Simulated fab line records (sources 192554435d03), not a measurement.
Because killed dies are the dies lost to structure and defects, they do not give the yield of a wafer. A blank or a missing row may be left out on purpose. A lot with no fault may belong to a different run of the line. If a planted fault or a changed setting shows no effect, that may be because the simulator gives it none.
Code-filled problem report in 8D (eight disciplines) form + flow n5Finfet + the parts of the form that need people (team, actions taken, sign-off) are left out

1. WHAT IS WRONG
Mean of killed_at_M4_up at N5_PASSIVATION_PROBE_49: 100 across 6 wafers in 2 lots; on wafers with no fault it is 13 (standard deviation 6). That puts it +15 standard deviations away from the usual mean.
First observed at day 14 23:36: wafer L673.2, on prober-01. At this step, 6 wafers from 2 lots have a number in the record. Rule for "out", or "out of limits": more than 4 standard deviations from the usual mean. The other wafers with a number count as sound.

2. WHAT THIS IS AND IS NOT
| question                    | is                     | is not                                                                                 |
|-----------------------------|------------------------|----------------------------------------------------------------------------------------|
| which readings at this step | killed_at_M4_up        | killed_at_M0_to_M3, killedAtContacts, killedAtFrontEnd, killedShort, sort_bin_6_memory |
| which lots                  | L673, L675             | -                                                                                      |
| which wafers of those lots  | all that have a number | -                                                                                      |
| read on which tools         | prober-01, prober-02   | -                                                                                      |
| when                        | from day 14 23:36      | up to then (0 sound wafers)                                                            |

3. SUSPECTS, AND WHAT RULES EACH OUT
Counting: a tool at a process step up to the reading stays a suspect if it ran every lot that is out and no sound lot after the first of them.
- pvdSputter-02 at N5_BEOL_M5_SPUTTER_83 (material Cu, target thk 15 nm, time 27.62 s): kept. It ran every lot that is out, first L673 (day 10 20:28), and no sound lot after that.
The count leaves pvdSputter-02 at N5_BEOL_M5_SPUTTER_83.

4. THE CAUSE (what the simulator had put in)
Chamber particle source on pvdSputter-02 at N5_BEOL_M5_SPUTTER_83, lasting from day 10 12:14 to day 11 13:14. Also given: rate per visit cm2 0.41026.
The count eliminated every tool but this one.

5. THE CHAIN OF EFFECTS, in route order
Each row: a reading whose mean over the struck wafers that have a number lies more than 3 standard deviations from the usual. Readings are gone through only where the record gives a usual standard deviation; hours: the median, over the lots, of the time from a lot's start at the first step in this table giving one to that lot's start at this step; sigmas: the change measured in usual standard deviations.
| hours | step                    | reading             | usual  | on struck wafers | change | sigmas |
|-------|-------------------------|---------------------|--------|------------------|--------|--------|
| 0     | N5_PASSIVATION_PROBE_49 | defectLimitedYield  | 91.0 % | 85.5             | -5.5   | -3.7   |
| 0     | N5_PASSIVATION_PROBE_49 | killed_at_M4_up     | 13     | 100              | +87    | +15    |
| 0     | N5_PASSIVATION_PROBE_49 | killedDies          | 106    | 172              | +66    | +3.6   |
| 0     | N5_PASSIVATION_PROBE_49 | sort_bin_5_function | 5.2 %  | 9.3              | +4.1   | +4.1   |
| 0     | N5_PASSIVATION_PROBE_49 | sortNPass           | 1074   | 1008             | -66    | -3.6   |
| 0     | N5_PASSIVATION_PROBE_49 | sortYieldPct        | 91.0 % | 85.5             | -5.5   | -3.7   |
Process steps it contains:
- N5_PASSIVATION_PROBE_49

6. HOW IT WOULD HAVE BEEN CAUGHT EARLIER
In this record the first reading out of limits was taken at day 14 23:36, 107 hours after the fault began at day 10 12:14.
An alarm limit of 4 standard deviations would not have fired on the tool readings at N5_BEOL_M5_SPUTTER_83 for which the record gives a usual standard deviation, since none of them was out on any struck wafer.
By day 14 23:36 the whole set of lots that are out, 2 in number, had already begun N5_BEOL_M5_SPUTTER_83 on pvdSputter-02. None of them would have been spared by holding the tool at that moment.
